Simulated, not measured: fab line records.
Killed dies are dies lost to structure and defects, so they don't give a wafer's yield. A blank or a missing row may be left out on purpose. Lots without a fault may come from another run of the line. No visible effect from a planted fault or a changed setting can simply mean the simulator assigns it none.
What tool caused it? / flow nandHarc / 18 wafers from 6 lots sampled at 5 of the route's 1302 steps

## WHAT EACH GAUGE READ, for each wafer
NHARC_END_SORT_01.
lot=L844; measured=day 28 04:44; on=prober-02; defectLimitedYield (%)=75.3 78.3 74.6

## WHICH TOOL RAN EACH LOT (tool, then ch and the chambers of the sampled wafers, then the start)
lot=L838; NHARC_A_M1_DEGAS_29=pvdSputter-01, day 23 04:21; NHARC_A_M1_CMP_23=cmp-02 ch 1,2,3, day 23 05:29; NHARC_A_BONDPAD_ETCH_24=rieDiel-07 ch 0,3, day 23 08:35; NHARC_A_BONDPAD_PVD_17=pvdSputter-03, no start
lot=L844; NHARC_A_M1_DEGAS_29=pvdSputter-02, day 26 16:41; NHARC_A_M1_CMP_23=cmp-01 ch 0,1,2, day 26 17:47; NHARC_A_BONDPAD_ETCH_24=rieDiel-07 ch 1,2,3, day 26 20:50; NHARC_A_BONDPAD_PVD_17=pvdSputter-01, day 28 04:44 or earlier
lot=L851; NHARC_A_M1_DEGAS_29=pvdSputter-03, day 29 02:14; NHARC_A_M1_CMP_23=cmp-04 ch 0,1,3, day 29 03:22; NHARC_A_BONDPAD_ETCH_24=rieDiel-07 ch 0,1,2, day 29 06:29; NHARC_A_BONDPAD_PVD_17=pvdSputter-01, no start
lot=L853; NHARC_A_M1_DEGAS_29=pvdSputter-01, day 30 03:38; NHARC_A_M1_CMP_23=cmp-02 ch 0,1,2, day 30 04:46; NHARC_A_BONDPAD_ETCH_24=rieDiel-09 ch 0,1, day 30 07:52; NHARC_A_BONDPAD_PVD_17=pvdSputter-01, no start
lot=L856; NHARC_A_M1_DEGAS_29=pvdSputter-01, day 31 02:40; NHARC_A_M1_CMP_23=cmp-01 ch 0,1,3, day 31 03:45; NHARC_A_BONDPAD_ETCH_24=rieDiel-07 ch 0,2, day 31 06:54; NHARC_A_BONDPAD_PVD_17=pvdSputter-01, no start
lot=L859; NHARC_A_M1_DEGAS_29=pvdSputter-03, day 32 09:11; NHARC_A_M1_CMP_23=cmp-04 ch 0,1,3, day 32 10:19; NHARC_A_BONDPAD_ETCH_24=rieDiel-07 ch 2,3, day 32 13:25; NHARC_A_BONDPAD_PVD_17=pvdSputter-01, no start
- NHARC_A_M1_DEGAS_29: time 60 s.
- NHARC_A_M1_CMP_23: polishes, t overpolish 20 s, target thk 154.34 nm.
- NHARC_A_BONDPAD_ETCH_24: etches the open film in CF4/N2, target depth 30 nm, time 72.99 s.
- NHARC_A_BONDPAD_PVD_17: deposits TaN, target thk 5 nm, time 8.06 s.

## THE ANSWER, worked out from the rows above alone
Rule: the lots themselves supply what counts as usual. The widest of any qualifying gaps counts: lots, ordered by their means at a reading, are off when they make up no more than a third of the lots, leave a main group of 4 or more, and stand apart from it by 3 or more times the standard deviation of that group's means. The tables above print the reading to a certain number of digits; a main group whose means all agree to those digits is not used. Also off: a lot with no number at a reading for which 4 or more lots have one. Where the step has rows for the other lots, those lots are counted as sound.
Across all readings shown, no lot is off: no conclusion can be drawn from this.

## WHAT HAD BEEN PUT IN BY THE SIMULATOR
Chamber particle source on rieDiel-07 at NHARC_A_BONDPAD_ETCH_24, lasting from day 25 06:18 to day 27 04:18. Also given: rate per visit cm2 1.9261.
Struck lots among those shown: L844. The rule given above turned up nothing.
